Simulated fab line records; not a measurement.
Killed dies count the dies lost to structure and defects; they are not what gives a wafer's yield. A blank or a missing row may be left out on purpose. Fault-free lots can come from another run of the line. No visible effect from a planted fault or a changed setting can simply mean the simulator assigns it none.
Which tool was responsible? -- flow nand-harc -- 20 lots, 60 wafers sampled, at 6 steps of a route of 1159

WHAT EACH GAUGE READ, for each wafer
The record holds no reading of a measuring or inspecting step that can be judged against a usual standard deviation.

EACH LOT AND THE TOOL THAT RAN IT (in order: tool; ch and the chambers of the sampled wafers; start)
lot,NHARC_A_STAIRCASE_TRIM_196,NHARC_A_STAIRCASE_ETCH_197,NHARC_A_STAIRCASE_TRIM_198,NHARC_A_STAIRCASE_TRIM_200,NHARC_A_STAIRCASE_DEP_259,NHARC_A_SGD_CUT_ETCH_58
L074,"rie-diel-01 ch 0,1, day 10 10:47","rie-diel-01 ch 0,1,3, day 10 22:58 or earlier","rie-diel-01 ch 2,3, day 10 22:58 or earlier","rie-diel-01 ch 1,2, day 10 22:58 or earlier","pecvd-03 ch 0,1, day 10 22:58","rie-diel-03 ch 0,1, day 13 04:02"
L075,"rie-diel-01 ch 2,3, day 11 13:08","rie-diel-01 ch 0,2, day 11 23:14 or earlier","rie-diel-01 ch 2,3, day 11 23:14 or earlier","rie-diel-01 ch 0,3, day 11 23:14 or earlier","pecvd-01 ch 0,1,2, day 11 23:14","rie-diel-08 ch 0,1,2, day 14 08:47"
L076,"rie-diel-09 ch 2,3, day 11 13:37","rie-diel-09 ch 0,1,2, day 11 22:59 or earlier","rie-diel-09 ch 0,2,3, day 11 22:59 or earlier","rie-diel-09 ch 0,2,3, day 11 22:59 or earlier","pecvd-03 ch 0,1, day 11 22:59","rie-diel-03 ch 0,1,2, day 14 08:23"
L078,"rie-diel-09 ch 0,1,2, day 12 03:04","rie-diel-09 ch 0,1,3, day 12 14:53 or earlier","rie-diel-09 ch 1,3, day 12 14:53 or earlier","rie-diel-09 ch 0,1,3, day 12 14:53 or earlier","pecvd-03 ch 1,2, day 12 14:53","rie-diel-08 ch 0,3, day 14 21:08"
L079,"rie-diel-10 ch 1,2,3, day 12 03:44","rie-diel-10 ch 0,1,3, day 12 16:05 or earlier","rie-diel-10 ch 1,2,3, day 12 16:05 or earlier","rie-diel-10 ch 0,2,3, day 12 16:05 or earlier","pecvd-04 ch 0,2, day 12 16:05","rie-diel-03 ch 0,1,3, day 14 21:28"
L080,"rie-diel-09 ch 2,3, day 12 12:30","rie-diel-09 ch 0,1,3, day 13 04:37 or earlier","rie-diel-09 ch 0,1,3, day 13 04:37 or earlier","rie-diel-09 ch 2,3, day 13 04:37 or earlier","pecvd-04 ch 0,1,2, day 13 04:37","rie-diel-02 ch 0,1, day 15 15:07"
L081,"rie-diel-01 ch 1,2, day 12 13:08","rie-diel-01 ch 0,1,3, day 13 04:18 or earlier","rie-diel-01 ch 2,3, day 13 04:18 or earlier","rie-diel-01 ch 0,2, day 13 04:18 or earlier","pecvd-04 ch 0,1,2, day 13 04:18","rie-diel-08 ch 2,3, day 15 15:20"
L082,"rie-diel-10 ch 0,1, day 13 03:55","rie-diel-10 ch 0,1, day 13 22:30 or earlier","rie-diel-10 ch 0,3, day 13 22:30 or earlier","rie-diel-10 ch 1,3, day 13 22:30 or earlier","pecvd-04 ch 0,2, day 13 22:30","rie-diel-08 ch 0,1,3, day 16 10:29"
L083,"rie-diel-01 ch 0,2,3, day 13 12:36","rie-diel-01 ch 1,3, day 14 00:58 or earlier","rie-diel-01 ch 0,1,2, day 14 00:58 or earlier","rie-diel-01 ch 0,1,3, day 14 00:58 or earlier","pecvd-04 ch 1,2, day 14 00:58","rie-diel-03 ch 0,1,3, day 16 10:47"
L084,"rie-diel-01 ch 1,2, day 13 13:04","rie-diel-01 ch 1,2,3, day 14 02:11 or earlier","rie-diel-01 ch 2,3, day 14 02:11 or earlier","rie-diel-01 ch 0,1, day 14 02:11 or earlier","pecvd-01 ch 0,1,2, day 14 02:11","rie-diel-03 ch 0,2,3, day 16 09:29"
L085,"rie-diel-09 ch 0,2,3, day 14 06:40","rie-diel-09 ch 0,2,3, day 14 16:33 or earlier","rie-diel-09 ch 1,2,3, day 14 16:33 or earlier","rie-diel-09 ch 0,1,3, day 14 16:33 or earlier","pecvd-03 ch 1,2, day 14 16:33","rie-diel-02 ch 0,1,2, day 16 18:55"
L087,"rie-diel-01 ch 1,2,3, day 14 13:46","rie-diel-01 ch 1,2,3, day 14 23:43 or earlier","rie-diel-01 ch 0,2, day 14 23:43 or earlier","rie-diel-01 ch 0,1, day 14 23:43 or earlier","pecvd-04 ch 0,1, day 14 23:43","rie-diel-02 ch 0,2,3, day 17 07:05"
L086,"rie-diel-01 ch 1,2,3, day 14 17:53","rie-diel-01 ch 1,3, day 15 03:47 or earlier","rie-diel-01 ch 2,3, day 15 03:47 or earlier","rie-diel-01 ch 1,2,3, day 15 03:47 or earlier","pecvd-03 ch 0,1,2, day 15 03:47","rie-diel-03 ch 1,3, day 17 06:35"
L092,"rie-diel-01 ch 1,2,3, day 15 02:12","rie-diel-01 ch 0,1,3, day 15 12:05 or earlier","rie-diel-01 ch 0,2,3, day 15 12:05 or earlier","rie-diel-01 ch 0,1,3, day 15 12:05 or earlier","pecvd-01 ch 0,1,2, day 15 12:05","rie-diel-03 ch 1,2,3, day 17 18:14"
L089,"rie-diel-09 ch 1,2,3, day 15 04:56","rie-diel-09 ch 0,3, day 15 15:41 or earlier","rie-diel-09 ch 1,3, day 15 15:41 or earlier","rie-diel-09 ch 1,2, day 15 15:41 or earlier","pecvd-03 ch 0,1, day 15 15:41","rie-diel-02 ch 0,1,2, day 17 18:02"
L090,"rie-diel-10 ch 0,3, day 15 05:24","rie-diel-10 ch 0,2,3, day 15 15:35 or earlier","rie-diel-10 ch 1,2,3, day 15 15:35 or earlier","rie-diel-10 ch 1,2,3, day 15 15:35 or earlier","pecvd-04 ch 0,2, day 15 15:35","rie-diel-03 ch 0,1,3, day 17 17:40"
L093,"rie-diel-09 ch 0,1,3, day 16 02:06","rie-diel-09 ch 0,1,2, day 16 14:19 or earlier","rie-diel-09 ch 1,2, day 16 14:19 or earlier","rie-diel-09 ch 0,3, day 16 14:19 or earlier","pecvd-03 ch 1,2, day 16 14:19","rie-diel-02 ch 0,2,3, day 18 23:29"
L094,"rie-diel-09 ch 0,1,3, day 16 02:25","rie-diel-09 ch 0,1,2, day 16 14:40 or earlier","rie-diel-09 ch 0,1,2, day 16 14:40 or earlier","rie-diel-09 ch 1,2,3, day 16 14:40 or earlier","pecvd-01 ch 0,1,2, day 16 14:40","rie-diel-02 ch 0,2,3, day 19 00:50"
L095,"rie-diel-10 ch 0,1,2, day 16 05:06","rie-diel-10 ch 0,1,3, day 16 16:07 or earlier","rie-diel-10 ch 0,1,2, day 16 16:07 or earlier","rie-diel-10 ch 0,1,3, day 16 16:07 or earlier","pecvd-01 ch 0,1,2, day 16 16:07","rie-diel-03 ch 1,2,3, day 18 23:52"
L097,"rie-diel-01 ch 0,1, day 16 14:32","rie-diel-01 ch 1,2,3, day 17 01:50 or earlier","rie-diel-01 ch 0,2,3, day 17 01:50 or earlier","rie-diel-01 ch 0,1,2, day 17 01:50 or earlier","pecvd-03 ch 0,2, day 17 01:50","rie-diel-03 ch 0,2,3, day 19 12:20"
- NHARC_A_STAIRCASE_TRIM_196: chemistry O2, time 211.2 s.
- NHARC_A_STAIRCASE_ETCH_197: etches the open film in C4F8/O2, target depth 100 nm, time 40.5 s.
- NHARC_A_STAIRCASE_TRIM_198: chemistry O2, time 211.2 s.
- NHARC_A_STAIRCASE_TRIM_200: chemistry O2, time 211.2 s.
- NHARC_A_STAIRCASE_DEP_259: deposits SiON, target thk 30 nm.
- NHARC_A_SGD_CUT_ETCH_58: etches the open film in CF4, target depth 39 nm, time 65 s.

WHAT THE TOOLS THEMSELVES READ (means of the sampled wafers that have a number; where no wafer has one, the mark that the record gives instead)
NHARC_A_STAIRCASE_TRIM_196. Usual: drypump-motor-current-A 5.7 A (standard deviation 0.41); mfc-ar-sccm 0.007 sccm (standard deviation 0.012); o2-flow-sccm 500.2 sccm (standard deviation 1.4); oes-product-au 0.998 a.u. (standard deviation 0.014); rf-vpp-V 57.9 V (standard deviation 0.87); showerhead-plenum-p-Torr 3.60 Torr (standard deviation 0.14); throttle-valve-pct 17.036 % (standard deviation 0.0083).
lot,tool,drypump-motor-current-A (A),mfc-ar-sccm (sccm),o2-flow-sccm (sccm),oes-product-au (a.u.),rf-vpp-V (V),showerhead-plenum-p-Torr (Torr),throttle-valve-pct (%),flag
L074,rie-diel-01,5.6,0.014,499.8,0.992,57.6,3.65,17.036,
L075,rie-diel-01,6.0,0.000,500.2,0.995,58.0,3.42,17.039,
L076,rie-diel-09,5.3,0.000,500.9,1.021,58.4,3.73,17.031,
L078,rie-diel-09,5.9,0.007,499.9,0.990,57.9,3.65,17.034,
L079,rie-diel-10,5.8,0.007,499.7,0.998,58.6,3.72,17.033,
L080,rie-diel-09,5.5,0.000,500.3,1.002,56.8,3.75,17.042,
L081,rie-diel-01,5.9,0.003,500.0,1.004,57.7,3.52,17.037,
L082,rie-diel-10,5.9,0.001,499.2,0.996,58.6,3.54,17.039,
L083,rie-diel-01,5.7,0.012,499.6,0.996,57.4,3.53,17.030,
L084,rie-diel-01,5.9,0.003,499.9,1.002,58.0,3.52,17.046,
L085,rie-diel-09,5.6,0.003,499.3,0.997,58.6,3.69,17.033,
L087,rie-diel-01,5.9,0.001,500.4,0.992,57.7,3.52,17.043,
L086,rie-diel-01,5.9,0.001,500.1,1.006,57.6,3.52,17.030,
L092,rie-diel-01,5.9,0.001,500.6,0.998,58.7,3.52,17.034,
L089,rie-diel-09,5.6,0.004,499.9,0.994,58.6,3.67,17.034,
L090,rie-diel-10,5.4,0.013,498.7,0.999,58.1,3.67,17.034,
L093,rie-diel-09,5.6,0.007,500.5,0.989,58.2,3.61,17.032,
L094,rie-diel-09,5.6,0.007,499.7,0.986,57.9,3.61,17.044,
L095,rie-diel-10,6.2,0.001,500.3,1.012,58.1,3.60,17.030,
L097,rie-diel-01,5.6,0.014,499.4,1.005,58.4,3.62,17.027,

NHARC_A_STAIRCASE_ETCH_197. Usual: oes-product-au 0.944 a.u., standard deviation 0.018; rf-vpp-V 899 V, standard deviation 4.9.
lot,tool,oes-product-au (a.u.),rf-vpp-V (V),flag
L074,rie-diel-01,0.935,901,
L075,rie-diel-01,0.946,892,
L076,rie-diel-09,0.964,900,
L078,rie-diel-09,0.944,900,
L079,rie-diel-10,0.958,900,
L080,rie-diel-09,0.939,899,
L081,rie-diel-01,0.969,899,
L082,rie-diel-10,0.928,896,
L083,rie-diel-01,0.939,900,
L084,rie-diel-01,0.928,895,
L085,rie-diel-09,0.942,902,
L087,rie-diel-01,0.936,897,
L086,rie-diel-01,0.922,900,
L092,rie-diel-01,0.956,900,
L089,rie-diel-09,0.928,900,
L090,rie-diel-10,0.936,901,
L093,rie-diel-09,0.929,900,
L094,rie-diel-09,0.938,900,
L095,rie-diel-10,0.949,899,
L097,rie-diel-01,0.934,895,

NHARC_A_STAIRCASE_TRIM_198. Usual: drypump-motor-current-A 5.7 A (standard deviation 0.4); mfc-ar-sccm 0.007 sccm (standard deviation 0.011); o2-flow-sccm 500.0 sccm (standard deviation 1.5); oes-product-au 0.994 a.u. (standard deviation 0.015); rf-vpp-V 58.0 V (standard deviation 0.88); showerhead-plenum-p-Torr 3.59 Torr (standard deviation 0.14); throttle-valve-pct 17.037 % (standard deviation 0.0099).
lot,tool,drypump-motor-current-A (A),mfc-ar-sccm (sccm),o2-flow-sccm (sccm),oes-product-au (a.u.),rf-vpp-V (V),showerhead-plenum-p-Torr (Torr),throttle-valve-pct (%),flag
L074,rie-diel-01,6.1,0.000,500.1,0.995,58.0,3.43,17.040,
L075,rie-diel-01,5.8,0.000,500.6,0.973,58.3,3.54,17.029,
L076,rie-diel-09,5.6,0.003,500.7,0.998,57.8,3.70,17.042,
L078,rie-diel-09,5.6,0.008,498.2,0.997,58.3,3.61,17.028,
L079,rie-diel-10,5.8,0.007,500.8,0.993,58.2,3.72,17.040,
L080,rie-diel-09,5.6,0.007,499.9,0.990,58.3,3.62,17.032,
L081,rie-diel-01,5.8,0.000,499.4,0.987,57.9,3.53,17.043,
L082,rie-diel-10,5.4,0.013,500.3,0.985,57.5,3.68,17.037,
L083,rie-diel-01,5.7,0.013,501.5,1.005,58.2,3.53,17.041,
L084,rie-diel-01,6.1,0.000,498.9,0.997,57.1,3.41,17.033,
L085,rie-diel-09,5.6,0.004,500.3,0.995,58.5,3.67,17.039,
L087,rie-diel-01,5.6,0.023,500.9,1.001,57.5,3.54,17.048,
L086,rie-diel-01,5.9,0.000,499.9,0.997,58.0,3.53,17.046,
L092,rie-diel-01,5.7,0.012,498.4,1.000,58.5,3.53,17.038,
L089,rie-diel-09,5.6,0.008,500.0,0.996,57.8,3.60,17.052,
L090,rie-diel-10,5.8,0.007,500.8,0.983,57.7,3.70,17.037,
L093,rie-diel-09,5.8,0.004,500.9,0.996,58.0,3.68,17.032,
L094,rie-diel-09,5.8,0.007,501.0,0.991,57.5,3.63,17.026,
L095,rie-diel-10,6.2,0.001,499.1,1.015,57.5,3.60,17.048,
L097,rie-diel-01,5.7,0.012,498.9,1.006,57.5,3.52,17.029,

NHARC_A_STAIRCASE_TRIM_200. Usual: drypump-motor-current-A 5.7 A (standard deviation 0.41); mfc-ar-sccm 0.008 sccm (standard deviation 0.013); o2-flow-sccm 500.0 sccm (standard deviation 1.6); oes-product-au 0.996 a.u. (standard deviation 0.015); rf-vpp-V 57.9 V (standard deviation 0.88); showerhead-plenum-p-Torr 3.61 Torr (standard deviation 0.13); throttle-valve-pct 17.035 % (standard deviation 0.0087).
lot,tool,drypump-motor-current-A (A),mfc-ar-sccm (sccm),o2-flow-sccm (sccm),oes-product-au (a.u.),rf-vpp-V (V),showerhead-plenum-p-Torr (Torr),throttle-valve-pct (%),flag
L074,rie-diel-01,5.9,0.003,500.8,0.992,58.4,3.53,17.034,
L075,rie-diel-01,5.5,0.012,498.6,0.986,59.1,3.66,17.034,
L076,rie-diel-09,5.6,0.003,499.2,1.006,57.2,3.70,17.039,
L078,rie-diel-09,5.6,0.007,499.8,0.988,57.6,3.63,17.038,
L079,rie-diel-10,5.9,0.007,500.5,0.992,58.1,3.69,17.036,
L080,rie-diel-09,5.3,0.000,502.1,1.004,57.8,3.72,17.044,
L081,rie-diel-01,5.6,0.023,503.3,1.005,56.6,3.55,17.035,
L082,rie-diel-10,5.5,0.008,499.7,0.993,58.6,3.64,17.027,
L083,rie-diel-01,5.5,0.013,500.8,0.995,57.7,3.65,17.046,
L084,rie-diel-01,5.4,0.025,498.9,1.014,57.9,3.65,17.031,
L085,rie-diel-09,5.6,0.007,500.7,0.989,58.7,3.62,17.030,
L087,rie-diel-01,5.4,0.025,498.9,1.005,56.6,3.65,17.035,
L086,rie-diel-01,5.9,0.001,498.9,0.989,57.4,3.52,17.027,
L092,rie-diel-01,5.5,0.013,499.6,1.006,57.8,3.64,17.035,
L089,rie-diel-09,5.7,0.008,500.7,0.991,57.7,3.62,17.025,
L090,rie-diel-10,5.8,0.007,499.4,0.990,57.7,3.70,17.029,
L093,rie-diel-09,5.4,0.003,501.0,0.993,57.8,3.66,17.039,
L094,rie-diel-09,5.6,0.004,499.7,0.994,58.4,3.66,17.037,
L095,rie-diel-10,5.6,0.007,499.0,0.998,58.4,3.60,17.030,
L097,rie-diel-01,5.8,0.013,499.1,1.001,57.4,3.51,17.029,

NHARC_A_STAIRCASE_DEP_259. Usual: heater-power-w at 791 W, with a standard deviation of 75.
lot,tool,heater-power-w (W),flag
L074,pecvd-03,715,
L075,pecvd-01,795,
L076,pecvd-03,842,
L078,pecvd-03,757,
L079,pecvd-04,759,
L080,pecvd-04,742,
L081,pecvd-04,802,
L082,pecvd-04,733,
L083,pecvd-04,772,
L084,pecvd-01,781,
L085,pecvd-03,791,
L087,pecvd-04,848,
L086,pecvd-03,813,
L092,pecvd-01,787,
L089,pecvd-03,733,
L090,pecvd-04,756,
L093,pecvd-03,855,
L094,pecvd-01,784,
L095,pecvd-01,786,
L097,pecvd-03,833,

NHARC_A_SGD_CUT_ETCH_58. Usual: drypump-motor-current-A 5.6 A, standard deviation 0.47; mfc-ar-sccm 0.013 sccm, standard deviation 0.016; oes-product-au 1.004 a.u., standard deviation 0.011; rf-vpp-V 151.0 V, standard deviation 1.3; showerhead-plenum-p-Torr 1.75 Torr, standard deviation 0.069; throttle-valve-pct 13.285 %, standard deviation 0.0084.
lot,tool,drypump-motor-current-A (A),mfc-ar-sccm (sccm),oes-product-au (a.u.),rf-vpp-V (V),showerhead-plenum-p-Torr (Torr),throttle-valve-pct (%),flag
L074,rie-diel-03,5.8,0.036,1.012,150.8,1.68,13.282,
L075,rie-diel-08,5.9,0.017,0.999,150.6,1.76,13.286,
L076,rie-diel-03,5.9,0.023,1.012,150.1,1.69,13.286,
L078,rie-diel-08,6.1,0.022,1.000,151.3,1.80,13.277,
L079,rie-diel-03,5.6,0.023,1.002,151.1,1.71,13.284,
L080,rie-diel-02,5.6,0.000,1.001,152.0,1.81,13.288,
L081,rie-diel-08,5.3,0.003,0.998,150.4,1.68,13.288,
L082,rie-diel-08,6.0,0.015,1.003,151.1,1.77,13.284,
L083,rie-diel-03,5.6,0.023,1.004,150.9,1.71,13.290,
L084,rie-diel-03,5.6,0.009,1.002,150.7,1.72,13.288,
L085,rie-diel-02,5.6,0.000,0.992,152.5,1.82,13.288,
L087,rie-diel-02,5.3,0.003,1.007,152.7,1.83,13.290,
L086,rie-diel-03,5.5,0.027,1.016,149.8,1.70,13.291,
L092,rie-diel-03,5.5,0.014,1.008,150.1,1.71,13.292,
L089,rie-diel-02,5.6,0.000,1.000,152.1,1.82,13.283,
L090,rie-diel-03,5.6,0.023,1.010,149.8,1.71,13.277,
L093,rie-diel-02,5.3,0.003,1.006,151.9,1.83,13.286,
L094,rie-diel-02,5.3,0.003,0.995,152.7,1.83,13.287,
L095,rie-diel-03,5.5,0.014,1.006,151.2,1.71,13.272,
L097,rie-diel-03,5.7,0.009,1.001,150.4,1.72,13.283,

THE ANSWER, worked out from the rows above alone
Rule: a lot counts as off when the mean over its wafers that have a number is more than 3 standard deviations away from the usual mean. Also off: a lot with no number at a reading for which 4 or more lots have one. The other lots that the step has rows for count as sound. Order of review: gauges by route order, followed by the tools' own readings, for which a lot's mean as printed above is used. At the first step where some lot is off, the reading lying furthest off is the one used; lots without a number count as furthest.
None of the lots is off at any reading shown; this tells nothing.

WHAT WAS PUT IN BY THE SIMULATOR
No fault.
